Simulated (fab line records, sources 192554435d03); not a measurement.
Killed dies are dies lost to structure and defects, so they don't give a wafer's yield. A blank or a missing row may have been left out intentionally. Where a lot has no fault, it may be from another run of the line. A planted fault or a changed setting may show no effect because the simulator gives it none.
fab line records -- flow n5-finfet
record lots=7, wafers=20, last-day=18
route steps=1938 shown SDB@374 DUMMY_REMOVAL@377 HKMG_FIN@385 BEOL_M4@1111 PASSIVATION@1936
lots that met no fault: taken from a fault-free run of the same line
start-h: the number of hours between the record's first day and the start of the first shown wafer of the lot -- wait-h: hours since the lot's step before -- " identical to the entry in the row above -- L1.1+2: a row that stands for several wafers -- - either no value or no given start -- * or withheld: withheld -- < > ~ a bound
route shown NAME@n: NAME is a module with steps in the file, n the number in the route of the first one -- usual: average and standard deviation across the fault-free wafers -- same: alike in all rows -- chamber/n: place in a boat -- sites: each site's reading -- _std_site: their standard deviation -- _edge_site: the outer-site mean with the inner-site mean subtracted -- radius-mm: for every site, how far away it sits from the centre of the wafer -- mask NAME#n: copy n -- behind: the most recent tool/chamber to have shaped the wafer -- hold: what put the lot on hold/how long, in hours/how the hold closed -- device: the transistor (n, p or np) that didn't switch -- end of line: tests of these same wafers at the route's end -- where a step has no rows: the recipe by itself -- killed: not the wafer's yield, but the dies lost to structure and defects at the first sort -- map: the dies of a wafer, with x for killed, . for not killed, _ for no die there
set.NAME: the setting as run; set.NAME@STEP: as run at that earlier step -- model.NAME: the simulator's own value behind a step, which no gauge read
lots seen at some steps along the route; tables by step, rows by wafer
services: a tool's chamber out of use, with start hour (start-h, from the record's first day; less than 0 if before it), hours out, and reason
## steps
# step N5_SDB_CMP_30
# recipe stop-on=poly-Si, t-overpolish-s=1.54, post-cmp-clean=alkaline-brush, down-force-psi=4.1491, platen-rpm=51.796, pad-velocity-m-s=1.0306, target-thk-nm=30
# usual motor-current-A=12.0/1.5, overpolish-run-s=1.539/0.01, slurry-flow-ml-min=149.9/0.46, time-to-endpoint-s=16.4/2.4
lot.wafer,tool,chamber,start-h,wait-h,motor-current-A,overpolish-run-s,slurry-flow-ml-min,time-to-endpoint-s
L366.4,cmp-02,3,117.84,1.4,14.5,1.561,149.9,14.3
L366.5,cmp-02,2,117.84,1.4,10.9,1.523,150.2,16.8
L366.6,cmp-02,3,117.84,1.4,14.1,1.548,150.2,16.1
L367.6,cmp-01,3,124.24,0.2,14.1,1.532,149.7,17.8
L367.5,cmp-01,0,124.24,0.2,13.3,1.549,150.0,16.9
L369.1,cmp-03,0,135.62,1.4,10.5,1.546,150.6,19.1
L369.3,cmp-03,3,135.62,1.4,11.2,1.534,149.7,18.4
L369.5,cmp-03,1,135.62,1.4,14.5,1.535,150.5,15.4
L377.3,cmp-03,3,183.47,1.4,10.8,1.537,149.5,19.6
L377.2,cmp-03,0,183.47,1.4,10.5,1.541,149.4,13.5
L377.4,cmp-03,1,183.47,1.4,14.8,1.540,150.1,12.3
L378.2,cmp-01,1,196.28,1.4,10.7,1.546,150.2,11.8
L378.1,cmp-01,3,196.28,1.4,13.5,1.545,149.8,13.3
L378.5,cmp-01,1,196.28,1.4,10.7,1.537,149.5,14.3
L380.2,cmp-03,0,203.40,1.4,9.9,1.554,149.7,17.9
L380.3,cmp-03,1,203.40,1.4,14.7,1.525,149.6,14.5
L380.5,cmp-03,3,203.40,1.4,11.3,1.547,149.8,23.2
L381.3,cmp-03,3,210.52,1.4,10.6,1.534,150.2,19.9
L381.5,cmp-03,2,210.52,1.4,12.6,1.539,150.1,14.4
L381.6,cmp-03,3,210.52,1.4,10.5,1.549,150.5,18.8
# step N5_SDB_THK_MEAS_31
# recipe reads=a-Si_of_DUMMY_GATE_CVD_03
# usual SDB_THK=63.7/1.2
lot.wafer,tool,chamber,start-h,wait-h,SDB_THK[nm]
L366.4,film-metro-02,-,118.09,-,61.7
L366.5,film-metro-02,-,118.09,-,61.9
L366.6,film-metro-02,-,118.09,-,62.6
L367.5,film-metro-02,-,124.39,-,61.9
L367.6,film-metro-02,-,124.39,-,63.0
L369.1,film-metro-01,-,135.91,-,64.1
L369.3,film-metro-01,-,135.91,-,62.5
L369.5,film-metro-01,-,135.91,-,64.4
L377.2,film-metro-01,-,183.77,-,66.6
L377.3,film-metro-01,-,183.77,-,64.4
L377.4,film-metro-01,-,183.77,-,62.6
L378.1,film-metro-01,-,196.54,-,66.4
L378.2,film-metro-01,-,196.54,-,62.8
L378.5,film-metro-01,-,196.54,-,61.9
L380.2,film-metro-02,-,203.66,-,62.2
L380.3,film-metro-02,-,203.66,-,63.7
L380.5,film-metro-02,-,203.66,-,63.9
L381.3,film-metro-02,-,210.78,-,63.8
L381.5,film-metro-02,-,210.78,-,63.9
L381.6,film-metro-02,-,210.78,-,64.2
# step N5_SDB_INSPECT_36
# recipe inspect-instrument=darkfield, mode=post-cmp
# usual raw-defect-count=43/26
lot.wafer,tool,chamber,start-h,wait-h,raw-defect-count
L366.4,defect-inspect-01,-,118.12,0.0,53
L366.5,defect-inspect-01,-,118.12,0.0,40
L366.6,defect-inspect-01,-,118.12,0.0,27
L367.5,defect-inspect-02,-,124.41,0.0,22
L367.6,defect-inspect-02,-,124.41,0.0,6
L369.1,defect-inspect-02,-,135.94,0.0,37
L369.3,defect-inspect-02,-,135.94,0.0,17
L369.5,defect-inspect-02,-,135.94,0.0,32
L377.2,defect-inspect-01,-,183.79,0.0,40
L377.3,defect-inspect-01,-,183.79,0.0,35
L377.4,defect-inspect-01,-,183.79,0.0,44
L378.1,defect-inspect-02,-,196.56,0.0,32
L378.2,defect-inspect-02,-,196.56,0.0,27
L378.5,defect-inspect-02,-,196.56,0.0,33
L380.2,defect-inspect-02,-,203.68,0.0,44
L380.3,defect-inspect-02,-,203.68,0.0,74
L380.5,defect-inspect-02,-,203.68,0.0,39
L381.3,defect-inspect-01,-,210.80,0.0,70
L381.5,defect-inspect-01,-,210.80,0.0,32
L381.6,defect-inspect-01,-,210.80,0.0,61
# step N5_DUMMY_REMOVAL_HM_STRIP_01
# recipe chemistry=CH3F/O2, material=SiNx, target-depth-a=40, stop-on=poly-Si, time-s=6.8, over-etch-frac=0.3, ion-energy-ev=60, power-w=410, bias-w=29, Ar_flow_sccm=150, CH3F_flow_sccm=30, O2_flow_sccm=20
# usual drypump-motor-current-A=5.62/0.29, oes-product-au=0.63/0.063, rf-vpp-V=127.7/0.91, showerhead-plenum-p-Torr=2.03/0.046, throttle-valve-pct=16.33/0.19
lot.wafer,tool,chamber,start-h,wait-h,drypump-motor-current-A,oes-product-au,rf-hours-counter-h,rf-vpp-V,showerhead-plenum-p-Torr,throttle-valve-pct
L366.4,rie-diel-06,0,118.15,0.0,5.82,0.62,149,128.1,2.08,16.32
L366.5,rie-diel-06,2,118.15,0.0,5.55,0.59,-,127.2,2.00,16.47
L366.6,rie-diel-06,3,118.15,0.0,5.31,0.71,-,128.2,1.95,16.19
L367.5,rie-diel-01,2,124.46,0.0,5.26,0.56,-,128.9,1.99,16.31
L367.6,rie-diel-01,3,124.46,0.0,5.75,0.61,-,128.7,2.07,16.09
L369.1,rie-diel-06,2,135.97,0.0,5.55,0.59,179,126.7,1.99,16.50
L369.3,rie-diel-06,3,135.97,0.0,5.32,0.70,57,125.5,1.95,16.21
L369.5,rie-diel-06,2,135.97,0.0,5.56,0.59,-,129.4,2.00,16.49
L377.2,rie-diel-01,2,183.86,0.1,5.25,0.55,231,126.2,1.98,16.33
L377.3,rie-diel-01,1,183.86,0.1,5.96,0.57,231,128.6,2.05,16.68
L377.4,rie-diel-01,3,183.86,0.1,5.80,0.60,198,128.0,2.07,16.14
L378.1,rie-diel-05,1,196.60,0.0,5.29,0.66,92,128.4,2.00,16.01
L378.2,rie-diel-05,2,196.60,0.0,5.56,0.69,57,129.0,2.03,16.26
L378.5,rie-diel-05,1,196.60,0.0,5.28,0.64,-,127.8,2.00,16.00
L380.2,rie-diel-05,0,203.72,0.0,6.06,0.60,174,127.5,2.10,16.31
L380.3,rie-diel-05,2,203.72,0.0,5.56,0.68,59,129.1,2.03,16.29
L380.5,rie-diel-05,2,203.72,0.0,5.54,0.69,-,127.7,2.03,16.28
L381.3,rie-diel-05,1,211.04,0.2,5.25,0.65,96,126.2,2.00,16.03
L381.5,rie-diel-05,1,211.04,0.2,5.25,0.66,-,126.9,2.00,16.02
L381.6,rie-diel-05,2,211.04,0.2,5.55,0.68,-,126.1,2.03,16.29
# step N5_DUMMY_REMOVAL_STRIP_10
# recipe chemistry=N2/H2, time-s=40, power-w=100, temp-c=40, pressure-mtorr=100, rf-frequency-hz=6e+07, bias-power-w=3, n2-flow-sccm=300, h2-flow-sccm=300
# usual drypump-motor-current-A=5.63/0.29, n2-flow-sccm=300.1/0.95, oes-product-au=0.77/0.079, rf-vpp-V=45.5/0.88, showerhead-plenum-p-Torr=3.43/0.074, throttle-valve-pct=12.29/0.22
lot.wafer,tool,chamber,start-h,wait-h,drypump-motor-current-A,n2-flow-sccm,oes-product-au,rf-hours-counter-h,rf-vpp-V,showerhead-plenum-p-Torr,throttle-valve-pct
L366.4,rie-diel-06,0,118.19,0.0,5.83,298.8,0.74,149,44.5,3.51,12.29
L366.5,rie-diel-06,2,118.19,0.0,5.58,301.1,0.73,-,46.2,3.37,12.38
L366.6,rie-diel-06,3,118.19,0.0,5.29,301.1,0.88,-,45.8,3.31,12.16
L367.5,rie-diel-01,2,124.51,0.0,5.28,299.0,0.70,-,45.3,3.35,12.30
L367.6,rie-diel-01,3,124.51,0.0,5.75,301.8,0.77,-,44.0,3.50,12.05
L369.1,rie-diel-06,2,136.01,0.0,5.57,301.4,0.72,179,46.0,3.37,12.39
L369.3,rie-diel-06,3,136.01,0.0,5.29,298.4,0.87,57,44.4,3.31,12.18
L369.5,rie-diel-06,2,136.01,0.0,5.55,300.2,0.72,-,44.9,3.37,12.37
L377.2,rie-diel-01,2,183.89,0.0,5.28,300.2,0.68,231,44.2,3.34,12.36
L377.3,rie-diel-01,1,183.89,0.0,5.98,299.8,0.69,231,46.1,3.48,12.80
L377.4,rie-diel-01,3,183.89,0.0,5.78,302.5,0.75,198,44.7,3.49,12.09
L378.1,rie-diel-05,1,196.63,0.0,5.30,299.2,0.80,92,44.4,3.43,12.04
L378.2,rie-diel-05,2,196.63,0.0,5.59,300.3,0.84,57,45.7,3.44,12.26
L378.5,rie-diel-05,1,196.63,0.0,5.30,298.6,0.80,-,45.5,3.43,12.04
L380.2,rie-diel-05,0,203.75,0.0,6.04,298.5,0.74,174,45.4,3.50,12.22
L380.3,rie-diel-05,2,203.75,0.0,5.57,300.2,0.84,59,45.7,3.44,12.27
L380.5,rie-diel-05,2,203.75,0.0,5.57,300.0,0.83,-,45.8,3.44,12.27
L381.3,rie-diel-05,1,211.07,0.0,5.30,299.8,0.79,96,44.7,3.43,12.05
L381.5,rie-diel-05,1,211.07,0.0,5.31,298.2,0.80,-,45.0,3.43,12.06
L381.6,rie-diel-05,2,211.07,0.0,5.57,299.5,0.84,-,45.3,3.44,12.27
# step N5_DUMMY_REMOVAL_PRECLEAN_07
# recipe chemistry=dHF, time-s=30, temp-c=25, dilution=withheld
# step N5_DUMMY_REMOVAL_DUMMY_REMOVE_02
# recipe chemistry=TMAH, temp-c=70, target=poly-Si, stop-on=SiO2, target-depth-nm=142, conc-wt-pct=5, time-s=57, dry=ipa-marangoni, rinse-time-s=30, rinse-temp-c=23
# step N5_DUMMY_REMOVAL_INSPECT_06
# recipe inspect-instrument=brightfield, mode=aei
# usual raw-defect-count=12/5.2
lot.wafer,tool,chamber,start-h,wait-h,raw-defect-count
L366.4,defect-inspect-01,-,118.35,0.0,13
L366.5,defect-inspect-01,-,118.35,0.0,19
L366.6,defect-inspect-01,-,118.35,0.0,12
L367.5,defect-inspect-02,-,124.64,0.0,10
L367.6,defect-inspect-02,-,124.64,0.0,7
L369.1,defect-inspect-02,-,136.17,0.0,6
L369.3,defect-inspect-02,-,136.17,0.0,7
L369.5,defect-inspect-02,-,136.17,0.0,8
L377.2,defect-inspect-01,-,184.05,0.0,9
L377.3,defect-inspect-01,-,184.05,0.0,18
L377.4,defect-inspect-01,-,184.05,0.0,8
L378.1,defect-inspect-01,-,196.79,0.0,7
L378.2,defect-inspect-01,-,196.79,0.0,13
L378.5,defect-inspect-01,-,196.79,0.0,6
L380.2,defect-inspect-02,-,203.91,0.0,8
L380.3,defect-inspect-02,-,203.91,0.0,13
L380.5,defect-inspect-02,-,203.91,0.0,32
L381.3,defect-inspect-02,-,211.26,0.0,8
L381.5,defect-inspect-02,-,211.26,0.0,18
L381.6,defect-inspect-02,-,211.26,0.0,17
# step N5_DUMMY_REMOVAL_PRECLEAN_08
# recipe chemistry=NF3:NH3, afs-cycles=2, temp-c=30, time-s=20, sublimation-temp-c=180, sublimation-time-s=60, pressure-torr=3, rf-power-w=30
# step N5_DUMMY_REMOVAL_PRECLEAN_04
# recipe chemistry=DHF, time-s=37, temp-c=25, dilution=500:1
# step N5_DUMMY_REMOVAL_SRD_05
# recipe dry=ipa-marangoni, do-ppb=5, time-s=30, temp-c=23, rinse-liquid=diw
# step N5_HKMG_FIN_IL_REGROW_00
# recipe material=SiO2, target-thk-a=7.5, chemistry=O3, temp-c=withheld, time-s=30
# step N5_HKMG_FIN_HK_ALD_01
# recipe material=HfO2, target-thk-a=16, temp-c=withheld, ald-precursor-family=HfCl4, ald-co-reactant=H2O, pulse-time-s=3, purge-time-s=3, co-reactant-purge-time-s=2.5, co-reactant-pulse-time-s=0.3, ald-cycles=30
# usual ald-cycles=30/0, precursor-pulse-height-rel=0.999/0.021
lot.wafer,tool,chamber,start-h,wait-h,ald-cycles,precursor-pulse-height-rel,since-wet-clean-h
L366.4,ald-hk-01,3,118.70,0.0,30,0.982,999
L366.5,ald-hk-01,3,118.70,0.0,29,1.000,-
L366.6,ald-hk-01,0,118.70,0.0,29,0.999,-
L367.5,ald-hk-01,3,125.07,0.1,29,1.007,-
L367.6,ald-hk-01,0,125.07,0.1,29,1.041,-
L369.1,ald-hk-01,0,136.53,0.0,30,1.028,1017
L369.3,ald-hk-01,3,136.53,0.0,30,0.990,1017
L369.5,ald-hk-01,1,136.53,0.0,29,1.026,-
L377.2,ald-hk-02,3,184.41,0.0,30,0.999,154
L377.3,ald-hk-02,2,184.41,0.0,30,0.997,154
L377.4,ald-hk-02,1,184.41,0.0,30,0.996,154
L378.1,ald-hk-03,3,197.15,0.0,30,0.958,1973
L378.2,ald-hk-03,0,197.15,0.0,30,1.002,1973
L378.5,ald-hk-03,1,197.15,0.0,30,0.995,-
L380.2,ald-hk-01,3,204.32,0.1,30,1.008,1084
L380.3,ald-hk-01,1,204.32,0.1,30,0.996,1084
L380.5,ald-hk-01,3,204.32,0.1,30,1.016,-
L381.3,ald-hk-01,3,211.61,0.0,30,1.020,1092
L381.5,ald-hk-01,0,211.61,0.0,30,1.000,-
L381.6,ald-hk-01,3,211.61,0.0,30,1.009,-
# step N5_HKMG_FIN_HK_ANNEAL_02
# recipe temp-c=700, time-s=30, ambient=N2, idle-temp-c=600, ramp-up-c-per-s=150, ramp-down-c-per-s=60, cool-to-c=600
# usual lamp-power-pct=8.79/0.058, lamp_zone_1_pct=8.797/0.0089, lamp_zone_2_pct=8.797/0.0096, wafer_temp_C_max=702.9/0.63
lot.wafer,tool,chamber,start-h,wait-h,lamp-power-pct,lamp_zone_1_pct,lamp_zone_2_pct,wafer_temp_C_max
L366.4,rtp-anneal-01,0,118.98,0.2,8.69,8.776,8.778,701.6
L366.5,rtp-anneal-01,0,118.98,0.2,8.89,8.799,8.798,702.7
L366.6,rtp-anneal-01,0,118.98,0.2,8.77,8.816,8.793,702.6
L367.5,rtp-anneal-01,0,125.32,0.2,8.85,8.815,8.792,702.5
L367.6,rtp-anneal-01,0,125.32,0.2,8.76,8.793,8.792,703.7
L369.1,rtp-anneal-01,0,136.71,0.1,8.74,8.799,8.792,702.7
L369.3,rtp-anneal-01,0,136.71,0.1,8.80,8.815,8.814,702.9
L369.5,rtp-anneal-01,0,136.71,0.1,8.78,8.799,8.802,703.2
L377.2,rtp-anneal-02,0,184.63,0.1,8.73,8.798,8.800,703.0
L377.3,rtp-anneal-02,0,184.63,0.1,8.85,8.787,8.812,703.8
L377.4,rtp-anneal-02,0,184.63,0.1,8.84,8.807,8.811,703.6
L378.1,rtp-anneal-02,0,197.42,0.2,8.86,8.795,8.806,702.1
L378.2,rtp-anneal-02,0,197.42,0.2,8.84,8.798,8.815,705.3
L378.5,rtp-anneal-02,0,197.42,0.2,8.82,8.799,8.800,704.0
L380.2,rtp-anneal-01,0,204.69,0.2,8.83,8.798,8.797,701.7
L380.3,rtp-anneal-01,0,204.69,0.2,8.79,8.794,8.796,702.3
L380.5,rtp-anneal-01,0,204.69,0.2,8.82,8.796,8.798,701.7
L381.3,rtp-anneal-01,0,211.86,0.2,8.66,8.811,8.800,702.6
L381.5,rtp-anneal-01,0,211.86,0.2,8.75,8.790,8.811,703.1
L381.6,rtp-anneal-01,0,211.86,0.2,8.77,8.820,8.799,702.6
# step N5_BEOL_M4_RC_MEAS_101
# usual DIBL_N=35.8/1.5, DIBL_P=35.9/1.8, IOFF_N=0.152/0.025, IOFF_P=0.21/0.031, ION_N=672/11, ION_P=462/7.4, SS_N=71.5/0.52, SS_P=73.2/0.54, VT_N=250/3, VT_P=-250/3.3
lot.wafer,tool,chamber,start-h,wait-h,DIBL_N[mV/V],DIBL_P[mV/V],IOFF_N[nA/um],IOFF_P[nA/um],ION_N[uA/um],ION_P[uA/um],SS_N[mV/dec],SS_P[mV/dec],VT_N[mV],VT_P[mV]
L366.4,prober-02,0,216.07,0.5,36.1,36.2,0.153,0.19,671,460,71.6,72.6,249,-252
L366.5,prober-02,0,216.07,0.5,36.2,36.5,0.143,0.19,662,457,71.7,73.2,253,-254
L366.6,prober-02,0,216.07,0.5,35.1,34.6,0.121,0.16,660,454,70.9,72.2,256,-256
L367.5,prober-01,0,231.60,0.6,36.0,36.3,0.176,0.22,689,470,71.6,73.6,245,-248
L367.6,prober-01,0,231.60,0.6,35.0,34.8,0.138,0.20,659,460,71.2,73.4,251,-249
L369.1,prober-02,0,239.91,0.0,36.5,35.2,0.162,0.21,666,460,70.8,73.9,248,-250
L369.3,prober-02,0,239.91,0.0,38.4,38.1,0.206,0.26,677,467,72.6,73.8,246,-250
L369.5,prober-02,0,239.91,0.0,35.7,34.2,0.143,0.19,672,461,71.6,73.0,251,-252
L377.2,prober-02,0,285.99,0.2,34.3,35.6,0.129,0.20,669,464,71.0,73.1,256,-252
L377.3,prober-02,0,285.99,0.2,34.3,36.2,0.141,0.21,676,466,70.4,73.1,252,-253
L377.4,prober-02,0,285.99,0.2,36.2,38.6,0.161,0.24,677,468,71.2,73.8,250,-252
L378.1,prober-01,0,289.18,0.0,32.4,33.3,0.116,0.20,660,468,71.5,72.3,253,-248
L378.2,prober-01,0,289.18,0.0,34.6,35.6,0.152,0.23,689,477,71.6,72.6,250,-247
L378.5,prober-01,0,289.18,0.0,34.5,35.4,0.141,0.22,656,459,71.5,73.0,252,-245
L380.2,prober-01,0,303.50,0.2,34.3,33.5,0.120,0.19,653,455,70.4,72.2,256,-250
L380.3,prober-01,0,303.50,0.2,38.3,38.4,0.200,0.28,685,470,71.4,72.8,249,-244
L380.5,prober-01,0,303.50,0.2,33.3,32.8,0.114,0.18,656,455,70.2,72.3,252,-251
L381.3,prober-02,0,321.31,0.3,33.7,33.5,0.125,0.17,660,456,71.3,72.7,253,-253
L381.5,prober-02,0,321.31,0.3,36.9,36.4,0.165,0.21,670,455,72.2,72.7,251,-251
L381.6,prober-02,0,321.31,0.3,32.6,32.1,0.106,0.16,652,455,71.2,72.3,255,-255
# step N5_PASSIVATION_PROBE_49
# usual defect-limited-yield=91.7/1.7, killed_at_M0_to_M3=34/10, killed_at_M4_up=13/5.1, killed-at-contacts=12/6.2, killed-at-front-end=36/12, killed-at-other=3.2/2.6, killed-dies=98/20, killed-open=65/13, killed-short=32/8.4, sort_bin_5_function=4.8/1.1, sort_bin_6_memory=3.2/0.74, sort_bin_8_speed=0.00/0.012, sort-n-pass=1082/20, sort-yield-pct=91.7/1.7
# same gross-dies=1180, killed-at-back-side=0, sort_bin_4_leakage[%]=0
lot.wafer,tool,chamber,start-h,wait-h,defect-limited-yield[%],killed_at_M0_to_M3,killed_at_M4_up,killed-at-contacts,killed-at-front-end,killed-at-other,killed-dies,killed-open,killed-short,sort_bin_5_function[%],sort_bin_6_memory[%],sort_bin_8_speed[%],sort-n-pass,sort-yield-pct[%]
L366.4,prober-01,-,320.11,0.2,91.3,34,11,7,50,1,103,69,34,5.1,3.4,0,1077,91.3
L366.5,prober-01,-,320.16,0.2,91.0,25,9,3,68,1,106,68,24,4.7,3.0,0,1074,91.0
L366.6,prober-01,-,320.21,0.3,92.5,29,8,6,44,2,89,61,28,4.6,2.7,0,1091,92.5
L367.5,prober-02,-,331.47,0.2,89.0,45,15,23,44,3,130,84,43,5.8,4.8,0,1050,89.0
L367.6,prober-02,-,331.52,0.3,90.0,35,11,16,51,5,118,72,40,5.3,3.8,0.08,1062,90.0
L369.1,prober-01,-,340.42,0.0,92.8,27,15,14,26,3,85,60,24,4.3,2.7,0,1095,92.8
L369.3,prober-01,-,340.52,0.1,93.9,24,18,9,21,0,72,48,22,2.7,3.1,0,1108,93.9
L369.5,prober-01,-,340.62,0.2,91.2,31,14,14,42,3,104,52,43,4.6,3.3,0,1076,91.2
L377.2,prober-02,-,381.95,0.1,90.1,52,14,14,35,2,117,80,36,5.8,4.0,0,1063,90.1
L377.3,prober-02,-,382.00,0.1,92.7,40,13,7,23,3,86,57,29,3.4,3.2,0,1094,92.7
L377.4,prober-02,-,382.05,0.2,93.1,23,18,10,30,1,82,55,25,4.2,2.6,0,1098,93.1
L378.1,prober-02,-,391.97,0.0,91.0,63,14,4,22,3,106,75,29,6.0,2.9,0,1074,91.0
L378.2,prober-02,-,392.02,0.1,93.2,37,13,4,23,3,80,53,25,3.8,2.7,0,1100,93.2
L378.5,prober-02,-,392.17,0.2,92.3,39,23,8,13,8,91,59,31,4.0,3.4,0,1089,92.3
# killed by level:class
L366.4 BEOL_M1:geometric-particle:open=13 FIN_SAQP:geometric-particle:open=12 FIN_SAQP:geometric-particle:short=12 BEOL_M2:geometric-particle:open=8 MOL_CONTACT_COAG:geometric-particle:open=7 BEOL_M4:geometric-particle:open=7 STI_FIN_REVEAL:geometric-particle:open=6 BEOL_M0_SAQP:geometric-particle:short=6
L366.5 FIN_SAQP:geometric-particle:open=24 HKMG_FIN:area-etch=14 STI_FIN_REVEAL:geometric-particle:open=9 BEOL_M3:geometric-particle:open=8 FIN_SAQP:geometric-particle:short=7 BEOL_M1:geometric-particle:open=3 DUMMY_GATE:geometric-particle:open=3 MOL_CONTACT_COAG:geometric-particle:open=3
L366.6 STI_FIN_REVEAL:geometric-particle:open=10 BEOL_M3:geometric-particle:open=10 FIN_SAQP:geometric-particle:short=9 BEOL_M1:geometric-particle:open=9 FIN_SAQP:geometric-particle:open=8 MOL_CONTACT_COAG:geometric-particle:open=6 BEOL_M2:geometric-particle:open=4 SPACER0:geometric-particle:short=3
L367.5 BEOL_M0_SAQP:geometric-particle:open=18 MOL_CONTACT_COAG:geometric-particle:open=17 DUMMY_GATE:geometric-particle:open=14 BEOL_M0_SAQP:geometric-particle:short=11 BEOL_M1:geometric-particle:open=7 FIN_SAQP:geometric-particle:open=6 DUMMY_GATE:geometric-particle:short=6 MOL_CONTACT_COAG:geometric-particle:short=6
L367.6 FIN_SAQP:geometric-particle:open=11 STI_FIN_REVEAL:geometric-particle:open=11 MOL_CONTACT_COAG:geometric-particle:open=10 BEOL_M0_SAQP:geometric-particle:short=9 DUMMY_GATE:geometric-particle:open=8 BEOL_M1:geometric-particle:open=8 MOL_CONTACT_COAG:geometric-particle:short=6 FIN_SAQP:geometric-particle:short=6
L369.1 MOL_CONTACT_COAG:geometric-particle:open=12 BEOL_M4:geometric-particle:open=10 BEOL_M0_SAQP:geometric-particle:open=7 STARTING-WAFER:geometric-particle:open=5 BEOL_M3:geometric-particle:short=5 FIN_SAQP:geometric-particle:open=4 BEOL_M0_SAQP:geometric-particle:short=4 FIN_CUT:geometric-particle:open=3
L369.3 BEOL_M4:geometric-particle:open=8 MOL_CONTACT_COAG:geometric-particle:open=6 BEOL_M4:geometric-particle:short=6 GATE_CUT:geometric-particle:open=5 BEOL_M0:geometric-particle:short=5 BEOL_M0:geometric-particle:open=5 BEOL_M1:geometric-particle:open=5 STI_FIN_REVEAL:geometric-particle:open=4
L369.5 BEOL_M0_SAQP:geometric-particle:short=12 MOL_CONTACT_COAG:geometric-particle:open=10 FIN_SAQP:geometric-particle:short=9 BEOL_M0_SAQP:geometric-particle:open=9 HKMG_FIN:area-etch=8 FIN_SAQP:geometric-particle:open=7 BEOL_M4:geometric-particle:open=5 MOL_CONTACT_COAG:geometric-particle:short=4
L377.2 BEOL_M0_SAQP:geometric-particle:open=19 BEOL_M0_SAQP:geometric-particle:short=12 MOL_CONTACT_COAG:geometric-particle:open=11 BEOL_M2:geometric-particle:open=11 FIN_SAQP:geometric-particle:open=7 STI_FIN_REVEAL:geometric-particle:open=6 FIN_SAQP:geometric-particle:short=5 BEOL_M1:geometric-particle:open=5
L377.3 BEOL_M2:geometric-particle:open=12 BEOL_M0_SAQP:geometric-particle:short=9 MOL_CONTACT_COAG:geometric-particle:open=7 BEOL_M0_SAQP:geometric-particle:open=6 BEOL_M4:geometric-particle:short=6 BEOL_M1:geometric-particle:open=5 STI_FIN_REVEAL:geometric-particle:open=4 GATE_CUT:geometric-particle:short=4
L377.4 MOL_CONTACT_COAG:geometric-particle:open=8 FIN_SAQP:geometric-particle:short=6 BEOL_M0_SAQP:geometric-particle:short=6 DUMMY_GATE:geometric-particle:open=5 STI_FIN_REVEAL:geometric-particle:open=5 BEOL_M2:geometric-particle:open=5 BEOL_M4:geometric-particle:open=5 FIN_SAQP:geometric-particle:open=4
L378.1 BEOL_M2:geometric-particle:open=16 BEOL_M0_SAQP:geometric-particle:open=14 BEOL_M0_SAQP:geometric-particle:short=10 BEOL_M1:geometric-particle:open=10 BEOL_M3:geometric-particle:open=6 MOL_CONTACT_COAG:geometric-particle:open=4 BEOL_M2:geometric-particle:short=4 BEOL_M4:geometric-particle:open=4
L378.2 BEOL_M1:geometric-particle:open=9 BEOL_M0_SAQP:geometric-particle:short=8 GATE_CUT:geometric-particle:open=6 BEOL_M0_SAQP:geometric-particle:open=6 BEOL_M3:geometric-particle:open=6 BEOL_M7:geometric-particle:open=4 MOL_CONTACT_COAG:geometric-particle:open=3 STARTING-WAFER:geometric-particle:open=3
L378.5 BEOL_M0_SAQP:geometric-particle:short=14 BEOL_M4:geometric-particle:open=13 MOL_CONTACT_COAG:geometric-particle:open=7 BEOL_M0_SAQP:geometric-particle:open=7 FIN_SAQP:geometric-particle:open=4 BEOL_M2:geometric-particle:open=4 BEOL_M3:geometric-particle:open=4 PASS1_CAP:geometric-particle:open=4
## services
tool,chamber,start-h,hours,kind
cmp-02,-,124.58,4.0,pm
rie-diel-01,0,126.57,-,clean
rie-diel-01,0,126.57,-,consumable-replace:focus-ring
rie-diel-01,0,126.57,18.5,scheduled-down
rie-diel-01,0,126.57,18.5,vent-cycle
cmp-02,-,128.58,-,consumable-replace:conditioner
cmp-02,-,128.58,-,consumable-replace:pad
rie-diel-06,1,130.63,9.8,repair
cmp-03,-,138.26,2.5,repair
rie-diel-06,1,140.64,-,clean
rie-diel-06,1,140.64,-,consumable-replace:focus-ring
rie-diel-06,1,140.64,25.2,scheduled-down
rie-diel-06,1,140.64,25.2,vent-cycle
rie-diel-06,2,149.71,12.8,repair
cmp-02,-,156.86,4.1,repair
rie-diel-01,3,157.99,1.5,repair
ald-hk-01,-,163.24,8.7,pm
cmp-02,-,173.70,1.1,repair
cmp-03,-,176.83,0.3,repair
rie-diel-06,1,177.25,22.2,repair
cmp-03,-,177.29,0.4,repair
rie-diel-06,2,194.15,4.6,repair
cmp-01,-,196.87,1.1,repair
ald-hk-02,-,211.20,0.9,repair
## key
first-sign step=N5_HKMG_FIN_HK_ALD_01, reading=ald-cycles, direction=down, sigmas=99+, usual=*, struck=*
effect none on later readings
met-at N5_HKMG_FIN_HK_ALD_01
struck-wafers L366.5,L366.6,L367.5,L367.6,L369.5
baseline-loss step=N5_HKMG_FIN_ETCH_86, wafers=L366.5
fault kind=process-parameter-drift, tool=ald-hk-01, chamber=-, onset-h=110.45, steps=N5_HKMG_FIN_HK_ALD_01, channel=ald-cycles, offset=*, shape=step, end-h=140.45, scope=struck-wafers-only, acts-in=*, stated=*
# baseline-loss: these wafers lose ten dies or more at that step, a loss of the line's own and not of a fault; the sort's usual values leave them out
